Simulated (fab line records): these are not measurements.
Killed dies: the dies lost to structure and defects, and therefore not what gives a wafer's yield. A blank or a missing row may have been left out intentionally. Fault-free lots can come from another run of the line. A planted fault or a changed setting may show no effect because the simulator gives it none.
The tool behind it: which one? + flow nandHarc + Sampling: 15 lots, 43 wafers, 4 of 1302 route steps

== WHAT THE GAUGES SHOWED, per wafer ==
The record lacks any reading of a measuring or inspecting step that a usual standard deviation could be used to judge.

== TOOL THAT RAN EACH LOT (tool first, then ch and the chambers of the sampled wafers, then the start) ==
| lot  | NHARC_A_SGD_CUT_ETCHBACK_24       | NHARC_A_SLIT_DEP_25             | NHARC_A_WL_FILL_ETCHBACK_04      | NHARC_A_WL_FILL_ETCHBACK_16   |
|------|-----------------------------------|---------------------------------|----------------------------------|-------------------------------|
| L847 | rieDiel-11 ch 0,1, day 19 20:33   | pecvd-01 ch 1,2, day 19 20:59   | rieMetal-03 ch 0, day 21 00:16   | rieDiel-03 ch 0,2, no start   |
| L849 | rieDiel-11 ch 0,1,2, day 20 06:11 | pecvd-01 ch 0,1,2, day 20 06:29 | rieMetal-03 ch 0, day 21 03:57   | rieDiel-03 ch 1,2,3, no start |
| L848 | rieDiel-07 ch 0,1, day 20 06:11   | pecvd-03 ch 1,2, day 20 06:39   | rieMetal-01 ch 0,1, day 21 09:16 | rieDiel-03 ch 0,1,3, no start |
| L850 | rieDiel-07 ch 1,2,3, day 22 07:55 | pecvd-03 ch 0,2, day 22 08:13   | rieMetal-02 ch 0,1, day 23 10:31 | rieDiel-05 ch 0,1,3, no start |
| L855 | rieDiel-11 ch 0,1,2, day 22 07:56 | pecvd-04 ch 0,1, day 22 08:15   | rieMetal-01 ch 1, day 23 06:50   | rieDiel-08 ch 0,2, no start   |
| L856 | rieDiel-13 ch 0,1,3, day 23 17:31 | pecvd-03 ch 0,1,2, day 23 17:52 | rieMetal-01 ch 0,1, day 24 20:23 | rieDiel-03 ch 0,1,2, no start |
| L859 | rieDiel-07 ch 1,2,3, day 23 17:31 | pecvd-01 ch 0,2, day 23 17:52   | rieMetal-01 ch 0,1, day 24 14:33 | rieDiel-03 ch 0,2, no start   |
| L858 | rieDiel-13 ch 0,1,2, day 24 00:43 | pecvd-04 ch 0,2, day 24 01:02   | rieMetal-02 ch 0,1, day 25 00:16 | rieDiel-05 ch 1,3, no start   |
| L860 | rieDiel-11 ch 0,1,2, day 25 05:26 | pecvd-03 ch 0,1, day 25 05:47   | rieMetal-01 ch 0,1, day 26 01:10 | rieDiel-05 ch 0,1,2, no start |
| L861 | rieDiel-07 ch 0,1,2, day 25 18:21 | pecvd-04 ch 0,1,2, day 25 18:45 | rieMetal-02 ch 0,1, day 26 15:14 | rieDiel-08 ch 1,2,3, no start |
| L862 | rieDiel-13 ch 2, day 25 18:22     | pecvd-01 ch 1,2, day 25 18:44   | rieMetal-01 ch 0,1, day 26 14:56 | rieDiel-03 ch 0,1, no start   |
| L864 | rieDiel-11 ch 0,3, day 26 01:25   | pecvd-03 ch 0,2, day 26 01:54   | rieMetal-01 ch 0,1, day 27 05:02 | rieDiel-08 ch 2,3, no start   |
| L865 | rieDiel-13 ch 3, day 27 05:47     | pecvd-04 ch 0,1, day 27 06:10   | rieMetal-01 ch 1, day 28 01:45   | rieDiel-03 ch 1,3, no start   |
| L868 | rieDiel-07 ch 1,2, day 28 22:53   | pecvd-01 ch 0,1,2, day 28 23:14 | rieMetal-02 ch 0,1, day 29 20:52 | rieDiel-05 ch 1,2, no start   |
| L870 | rieDiel-07 ch 1,2, day 29 20:10   | pecvd-04 ch 1,2, day 29 20:29   | rieMetal-01 ch 0,1, day 30 16:47 | rieDiel-05 ch 0,3, no start   |
- NHARC_A_SGD_CUT_ETCHBACK_24: etches the open film in CH3F/O2, target depth 50 nm, time 92.857 s.
- NHARC_A_SLIT_DEP_25: deposits SiO2, target thk 200 nm.
- NHARC_A_WL_FILL_ETCHBACK_04: etches the open film in NF3, target depth 60 nm, time 120 s.
- NHARC_A_WL_FILL_ETCHBACK_16: etches the open film in C4F8/O2/Ar, target depth 120 nm, time 24 s.

== WHAT THE TOOLS THEMSELVES READ (means of the sampled wafers that have a number; where no wafer has one, the mark that the record gives instead) ==
NHARC_A_SGD_CUT_ETCHBACK_24. Usual: drypumpMotorCurrentA 5.8 A, standard deviation 0.52; o2FlowSccm 30.00 sccm, standard deviation 0.092; oesProductAu 0.97 a.u., standard deviation 0.037; rfFwdPowerW 496.8 W, standard deviation 1.8; rfVppV 243.8 V, standard deviation 1.4; runLengthS 114.1 s, standard deviation 0.37; showerheadPlenumPTorr 2.42 Torr, standard deviation 0.08; throttleValvePct 20.664 %, standard deviation 0.0093.
| lot  | tool       | drypumpMotorCurrentA (A) | o2FlowSccm (sccm) | oesProductAu (a.u.) | rfFwdPowerW (W) | rfVppV (V) | runLengthS (s) | showerheadPlenumPTorr (Torr) | throttleValvePct (%) | flag |
|------|------------|--------------------------|-------------------|---------------------|-----------------|------------|----------------|------------------------------|----------------------|------|
| L847 | rieDiel-11 | 6.0                      | 30.04             | 0.93                | 496.4           | 243.0      | 114.1          | 2.37                         | 20.661               |      |
| L849 | rieDiel-11 | 5.8                      | 30.05             | 0.93                | 496.5           | 243.4      | 114.2          | 2.39                         | 20.667               |      |
| L848 | rieDiel-07 | 5.5                      | 29.92             | 1.00                | 497.8           | 241.7      | 114.5          | 2.32                         | 20.663               |      |
| L850 | rieDiel-07 | 6.1                      | 29.96             | 0.99                | 496.8           | 244.0      | 114.0          | 2.42                         | 20.656               |      |
| L855 | rieDiel-11 | 5.8                      | 30.04             | 0.93                | 495.6           | 241.9      | 114.2          | 2.39                         | 20.659               |      |
| L856 | rieDiel-13 | 5.5                      | 30.08             | 1.01                | 496.1           | 245.4      | 114.0          | 2.49                         | 20.667               |      |
| L859 | rieDiel-07 | 6.1                      | 30.06             | 0.99                | 497.9           | 243.6      | 113.8          | 2.42                         | 20.665               |      |
| L858 | rieDiel-13 | 5.2                      | 29.96             | 0.93                | 497.5           | 243.9      | 113.8          | 2.47                         | 20.659               |      |
| L860 | rieDiel-11 | 5.9                      | 29.98             | 1.00                | 497.3           | 243.8      | 114.2          | 2.38                         | 20.665               |      |
| L861 | rieDiel-07 | 5.8                      | 30.06             | 0.92                | 496.7           | 243.0      | 114.2          | 2.36                         | 20.655               |      |
| L862 | rieDiel-13 | 5.9                      | 29.91             | 0.93                | 495.9           | 244.1      | 114.2          | 2.46                         | 20.666               |      |
| L864 | rieDiel-11 | 5.9                      | 29.90             | 1.01                | 497.6           | 243.1      | 114.6          | 2.36                         | 20.674               |      |
| L865 | rieDiel-13 | 6.8                      | 30.16             | 0.92                | 499.0           | 246.4      | 114.3          | 2.53                         | 20.663               |      |
| L868 | rieDiel-07 | 6.1                      | 29.91             | 1.00                | 498.5           | 243.2      | 113.9          | 2.39                         | 20.662               |      |
| L870 | rieDiel-07 | 6.2                      | 30.07             | 1.01                | 497.4           | 244.0      | 114.0          | 2.41                         | 20.665               |      |

NHARC_A_SLIT_DEP_25. Usual: heaterPowerW 562 W, standard deviation 100; rfFwdPowerW 897.9 W, standard deviation 2.7; throttleValvePct 15.8 %, standard deviation 0.43.
| lot  | tool     | heaterPowerW (W) | rfFwdPowerW (W) | throttleValvePct (%) | flag |
|------|----------|------------------|-----------------|----------------------|------|
| L847 | pecvd-01 | 708              | 900.4           | 16.1                 |      |
| L849 | pecvd-01 | 580              | 895.1           | 15.8                 |      |
| L848 | pecvd-03 | 589              | 895.4           | 15.5                 |      |
| L850 | pecvd-03 | 508              | 896.6           | 15.7                 |      |
| L855 | pecvd-04 | 613              | 895.7           | 16.3                 |      |
| L856 | pecvd-03 | 535              | 900.1           | 15.6                 |      |
| L859 | pecvd-01 | 512              | 898.1           | 15.7                 |      |
| L858 | pecvd-04 | 625              | 900.1           | 16.1                 |      |
| L860 | pecvd-03 | 511              | 897.2           | 15.5                 |      |
| L861 | pecvd-04 | 552              | 895.1           | 15.9                 |      |
| L862 | pecvd-01 | 692              | 896.2           | 15.8                 |      |
| L864 | pecvd-03 | 674              | 900.1           | 15.7                 |      |
| L865 | pecvd-04 | 556              | 896.7           | 16.4                 |      |
| L868 | pecvd-01 | 600              | 896.3           | 15.9                 |      |
| L870 | pecvd-04 | 504              | 901.4           | 15.7                 |      |

NHARC_A_WL_FILL_ETCHBACK_04. Usual: drypumpMotorCurrentA 5.78 A, standard deviation 0.29; oesProductAu 0.994 a.u., standard deviation 0.0077; runLengthS 141.5 s, standard deviation 0.53.
| lot  | tool        | drypumpMotorCurrentA (A) | oesProductAu (a.u.) | runLengthS (s) | flag |
|------|-------------|--------------------------|---------------------|----------------|------|
| L847 | rieMetal-03 | 5.99                     | 0.987               | 140.9          |      |
| L849 | rieMetal-03 | 5.98                     | 0.986               | 140.9          |      |
| L848 | rieMetal-01 | 5.81                     | 0.998               | 141.8          |      |
| L850 | rieMetal-02 | 5.38                     | 0.999               | 141.6          |      |
| L855 | rieMetal-01 | 6.04                     | 0.995               | 141.2          |      |
| L856 | rieMetal-01 | 5.81                     | 0.998               | 142.0          |      |
| L859 | rieMetal-01 | 5.91                     | 0.992               | 141.4          |      |
| L858 | rieMetal-02 | 5.37                     | 0.995               | 141.7          |      |
| L860 | rieMetal-01 | 5.80                     | 0.991               | 141.7          |      |
| L861 | rieMetal-02 | 5.37                     | 1.003               | 141.7          |      |
| L862 | rieMetal-01 | 5.88                     | 0.996               | 121.7          | OFF  |
| L864 | rieMetal-01 | 5.80                     | 0.987               | 115.5          | OFF  |
| L865 | rieMetal-01 | 6.03                     | 0.986               | 121.4          | OFF  |
| L868 | rieMetal-02 | 5.37                     | 0.991               | 141.8          |      |
| L870 | rieMetal-01 | 5.93                     | 0.995               | 141.7          |      |

NHARC_A_WL_FILL_ETCHBACK_16. Usual: oesProductAu 0.98 a.u., standard deviation 0.032; rfFwdPowerW 590 W, standard deviation 3.2; rfVppV 724 V, standard deviation 3.3; runLengthS 45.3 s, standard deviation 0.45.
| lot  | tool       | oesProductAu (a.u.) | rfFwdPowerW (W) | rfVppV (V) | runLengthS (s) | flag |
|------|------------|---------------------|-----------------|------------|----------------|------|
| L847 | rieDiel-03 | 1.00                | 589             | 721        | 44.7           |      |
| L849 | rieDiel-03 | 1.00                | 590             | 726        | 46.0           |      |
| L848 | rieDiel-03 | 1.01                | 589             | 725        | 45.4           |      |
| L850 | rieDiel-05 | 0.99                | 592             | 723        | 45.4           |      |
| L855 | rieDiel-08 | 1.00                | 593             | 722        | 45.5           |      |
| L856 | rieDiel-03 | 1.00                | 586             | 722        | 45.1           |      |
| L859 | rieDiel-03 | 1.00                | 587             | 723        | 44.7           |      |
| L858 | rieDiel-05 | 0.99                | 588             | 723        | 45.2           |      |
| L860 | rieDiel-05 | 1.00                | 592             | 726        | 45.3           |      |
| L861 | rieDiel-08 | 1.00                | 590             | 721        | 45.1           |      |
| L862 | rieDiel-03 | 0.94                | 587             | 722        | 45.0           |      |
| L864 | rieDiel-08 | 0.99                | 589             | 722        | 45.5           |      |
| L865 | rieDiel-03 | 1.00                | 588             | 727        | 45.9           |      |
| L868 | rieDiel-05 | 0.99                | 590             | 726        | 45.3           |      |
| L870 | rieDiel-05 | 0.97                | 594             | 721        | 45.4           |      |

== THE ANSWER, worked out from the rows above alone ==
Rule: take the mean of a lot's wafers that have a number; if it is more than 3 standard deviations from the usual mean, the lot is off. Also off: a lot with no number at a reading for which 4 or more lots have one. All remaining lots with rows at the step are treated as sound. Order of review: gauges by route order, followed by the tools' own readings, for which a lot's mean as printed above is used. At the first step where some lot is off, the reading lying furthest off is the one used; lots without a number count as furthest.
Off: L862, L864, L865 (NHARC_A_WL_FILL_ETCHBACK_04, runLengthS).
If a tool, at that step or one of the process steps before it, ran each lot that is off and ran no sound lot following the first of them, it fits. Of those tried, none fits.

== WHAT HAD BEEN PUT IN BY THE SIMULATOR ==
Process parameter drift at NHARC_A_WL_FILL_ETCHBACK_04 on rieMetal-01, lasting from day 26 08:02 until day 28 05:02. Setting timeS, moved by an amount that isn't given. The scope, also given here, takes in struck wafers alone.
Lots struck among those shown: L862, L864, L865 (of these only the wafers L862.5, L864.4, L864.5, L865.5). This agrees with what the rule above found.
